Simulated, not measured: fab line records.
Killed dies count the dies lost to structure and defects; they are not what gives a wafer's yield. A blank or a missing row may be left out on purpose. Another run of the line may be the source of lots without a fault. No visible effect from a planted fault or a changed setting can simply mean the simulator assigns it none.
fab line records	flow n5-finfet
record: lots: 7	wafers: 39
route steps=1938 shown ZERO_LAYER@4 DUMMY_GATE@246 SD_EPI_P@321 HKMG_FIN@388 MOL_CONTACT_COAG@531 BEOL_M4@1111
start-h: hours from the record's first day to the start of the lot's first wafer shown	wait-h: hours from the lot's prior step to this one	" repeats the value in the row above	L1.1+2: several wafers, shown together as one row	- no value, or no start was given	* or withheld: withheld	< > ~ a bound
route shown NAME@n: names a module that has steps shown in the file, with the first one's number in the route	usual: mean/standard deviation of fault-free wafers	same: alike in all rows	chamber/n: place in a boat	sites: each site's reading	_std_site: the values' standard deviation	_edge_site: outer sites' mean less inner sites'	radius-mm: for every site, how far away it sits from the centre of the wafer	mask NAME#n: copy n	behind: the tool/chamber that last shaped the wafer	hold: why the lot went on hold/how many hours it stayed there/how the hold came to an end	device: names the non-switching transistor (n, p or np)	end of line: tests run on the same wafers once the route is complete	a step without rows: its recipe alone	killed: not the wafer's yield, but the dies lost to structure and defects at the first sort	map: a wafer's dies, x killed, . not, _ none there
set.NAME: the run value of the setting; set.NAME@STEP: its run value at that earlier step	model.NAME: the simulator's own value behind a step, which no gauge read
lots whose settings were changed on purpose; a table a step, a row a wafer
== steps ==
step: N5_ZERO_LAYER_PECVD_02
recipe: material: SiO2	target-thk-a: 100	temp-c: 400	precursor: SiH4/N2O	pressure-torr: 0.75	rf-w: 275	time-s: 6
step: N5_DUMMY_GATE_ETCH_32
recipe: chemistry: CF4	target: SiO2	target-depth-a: 35	time-s: 3.9	ion-energy-ev: 350	pressure-mtorr: 10	icp-w: 800	bias-w: 400	cf4-flow-sccm: 80
step: N5_SD_EPI_P_EPI_21
recipe: material: SiGe:B	dopant: B	temp-c: 550	pressure-torr: 20	ambient: H2	time-s: 355
step: N5_HKMG_FIN_ALD_74
recipe: material: La2O3	target-thk-a: 5	temp-c: 250	ald-precursor-family: La-Cp	ald-co-reactant: O3	pulse-time-s: 6	co-reactant-pulse-time-s: 1	purge-time-s: 3	co-reactant-purge-time-s: 3
step: N5_MOL_CONTACT_COAG_ETCH_105
recipe: chemistry: CF4	target: SiARC	target-depth-a: 156	mask-material: CAR-EUV	time-s: 26	ion-energy-ev: 80	pressure-mtorr: 40	source-w: 545	bias-w: 36	Ar_flow_sccm: 100	cf4-flow-sccm: 100	ends: cleared
step: N5_MOL_CONTACT_COAG_EXPOSE_81
recipe: mask-id: VG	na: 0.33	source-shape: annular	sigma-inner: 0.3	sigma-outer: 0.7	polarization: unpolarized	defocus-nm: 0	dose-mj: 59.5
step: N5_MOL_CONTACT_COAG_ETCH_124
recipe: chemistry: CH3F/O2	target: SiNx	target-depth-a: 65	mask-material: SOC	stop-on: SiOC	over-etch-frac: 0.3	ion-energy-ev: 120	pressure-mtorr: 30	source-w: 395	bias-w: 73	Ar_flow_sccm: 150	CH3F_flow_sccm: 30	O2_flow_sccm: 20	ends: end-point
step: N5_BEOL_M4_RC_MEAS_101
usual: IOFF_P_LONG: 0.000101/7.2e-06	RS_SD_P: 66.1/1.3	VT_N_LVT: 96/3.6	VT_P_LONG: -277.0/2.8
lot.wafer	tool	chamber	start-h	wait-h	set.target-thk-a@ZERO_LAYER_PECVD_02	set.time-s@DUMMY_GATE_ETCH_32	set.temp-c@SD_EPI_P_EPI_21	set.co-reactant-pulse-time-s@HKMG_FIN_ALD_74	set.bias-w@MOL_CONTACT_COAG_ETCH_105	set.dose-mj@MOL_CONTACT_COAG_EXPOSE_81	set.target-depth-a@MOL_CONTACT_COAG_ETCH_124	IOFF_P_LONG[nA/um]	RS_SD_P[ohm/sq]	VT_N_LVT[mV]	VT_P_LONG[mV]
L075.1	prober-02	0	169.36	0.0	86.28	3.07	550	1	36	59.5	65	0.000109	67.0	94	-275.9
L075.2	"	0	"	"	100	3.9	550	0.846	39.07	59.5	71.4	0.000123	67.3	99	-271.9
L075.3	"	0	"	"	86.28	3.07	546	0.846	36	59.5	71.4	0.000125	73.7	102	-269.5
L075.4	"	0	"	"	100	3.07	546	1	39.07	59.5	71.4	0.000113	74.7	97	-273.1
L075.5	"	0	"	"	100	3.9	550	1	39.07	59.5	65	0.000111	66.4	96	-276.0
L075.6	"	0	"	"	86.28	3.9	546	0.846	36	59.5	65	0.000126	75.4	101	-269.1
L079.1	prober-02	0	194.21	0.0	107.4	3.9	550	1	42.15	55.61	65	0.000101	65.8	96	-277.6
L079.2	"	0	"	"	107.4	3.9	550	1	36	59.5	65	0.000107	64.6	97	-276.4
L079.3	"	0	"	"	100	3.9	550	1	36	59.5	61.42	9.9e-05	64.5	94	-277.1
L079.4	"	0	"	"	100	3.9	546.4	1	42.15	55.61	65	0.000106	70.3	95	-277.4
L079.5	"	0	"	"	107.4	3.9	546.4	1	42.15	59.5	61.42	0.000105	70.5	94	-274.7
L079.6	"	0	"	"	100	3.9	546.4	1	36	55.61	61.42	9.8e-05	71.5	94	-277.6
L082.1	prober-01	0	203.10	0.0	100	3.9	552.6	1.095	31.64	59.5	65	9.2e-05	60.3	85	-277.2
L082.2	"	0	"	"	100	3.9	550	1.095	31.64	62.59	59.98	9.5e-05	64.4	86	-276.5
L082.3	"	0	"	"	100	3.312	552.6	1	36	59.5	59.98	0.000103	61.3	92	-276.5
L082.4	"	0	"	"	100	3.312	552.6	1	31.64	62.59	65	0.000104	60.4	91	-274.5
L082.5	"	0	"	"	100	3.9	550	1	36	59.5	65	9.8e-05	65.1	91	-276.2
L082.6	"	0	"	"	100	3.312	550	1.095	36	62.59	59.98	9.7e-05	64.3	87	-277.8
L084.1	prober-02	0	226.69	0.0	100	3.9	550	1	36	59.5	65	9.8e-05	67.7	98	-280.0
L084.2	"	0	"	"	100	3.9	552.4	0.8317	36	59.5	57.51	0.000112	64.0	109	-272.8
L084.3	"	0	"	"	100	4.338	550	0.8317	36	61.6	57.51	0.000114	67.2	109	-273.3
L084.4	"	0	"	"	100	4.338	550	0.8317	36	59.5	65	0.00011	67.5	104	-273.7
L084.5	"	0	"	"	100	4.338	552.4	1	36	61.6	57.51	0.0001	63.0	99	-282.3
L084.6	"	0	"	"	100	3.9	552.4	1	36	61.6	65	9.7e-05	63.9	106	-278.9
L086.1	prober-02	0	242.03	0.0	100	3.9	550	1	36	59.5	65	9.3e-05	65.1	98	-281.5
L086.2	"	0	"	"	100	3.9	550	1	36	59.5	65	9.5e-05	64.4	97	-276.8
L086.4	"	0	"	"	100	3.9	550	1	36	59.5	65	9.2e-05	66.0	97	-277.9
L087.1	prober-02	0	244.98	0.0	100	3.9	550	1	40.19	62.72	65	9.1e-05	68.3	96	-281.3
L087.2	"	0	"	"	93.99	3.389	550	1	36	62.72	59.09	9.7e-05	67.6	95	-281.6
L087.3	"	0	"	"	93.99	3.389	550	1.123	36	59.5	65	8.7e-05	66.8	93	-284.8
L087.4	"	0	"	"	93.99	3.9	550	1	40.19	59.5	59.09	9.8e-05	67.1	99	-282.9
L087.5	"	0	"	"	100	3.389	550	1.123	40.19	62.72	59.09	8.9e-05	66.2	93	-282.6
L087.6	"	0	"	"	100	3.9	550	1.123	36	59.5	65	8.9e-05	67.1	94	-285.6
L095.1	prober-02	0	290.30	0.0	100	3.25	550	1	36	63.05	65	0.000107	64.4	95	-275.6
L095.2	"	0	"	"	109	3.9	550	0.7816	36	59.5	58.95	0.000132	65.2	100	-266.6
L095.3	"	0	"	"	109	3.25	548	1	33.38	63.05	58.95	0.000107	66.8	92	-273.9
L095.4	"	0	"	"	100	3.9	548	0.7816	33.38	63.05	65	0.000133	69.3	102	-267.8
L095.5	"	0	"	"	100	3.25	548	0.7816	36	59.5	58.95	0.000131	68.2	98	-267.6
L095.6	"	0	"	"	109	3.9	550	1	33.38	59.5	65	0.000109	65.4	91	-273.7
== key ==
split: step: N5_ZERO_LAYER_PECVD_02	setting: target-thk-a	stated-as: 100
response none clear
split: step: N5_DUMMY_GATE_ETCH_32	setting: time-s	stated-as: 3.9
response none clear
split: step: N5_SD_EPI_P_EPI_21	setting: temp-c	stated-as: 550
response: step: N5_BEOL_M4_RC_MEAS_101	reading: RS_SD_P	slope: -9.16	per: 1%	together-with: all	explained: 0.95
split: step: N5_HKMG_FIN_ALD_74	setting: co-reactant-pulse-time-s	stated-as: 1
response: step: N5_BEOL_M4_RC_MEAS_101	reading: IOFF_P_LONG	slope: -9.14e-07	per: 1%	together-with: all	explained: 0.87
response: step: N5_BEOL_M4_RC_MEAS_101	reading: VT_P_LONG	slope: -0.341	per: 1%	together-with: all	explained: 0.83
response: step: N5_BEOL_M4_RC_MEAS_101	reading: VT_N_LVT	slope: -0.37	per: 1%	together-with: all	explained: 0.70
split: step: N5_MOL_CONTACT_COAG_ETCH_105	setting: bias-w	stated-as: 36
response none clear
split: step: N5_MOL_CONTACT_COAG_EXPOSE_81	setting: dose-mj	stated-as: 59.5
response none clear
split: step: N5_MOL_CONTACT_COAG_ETCH_124	setting: target-depth-a	stated-as: 65
response none clear
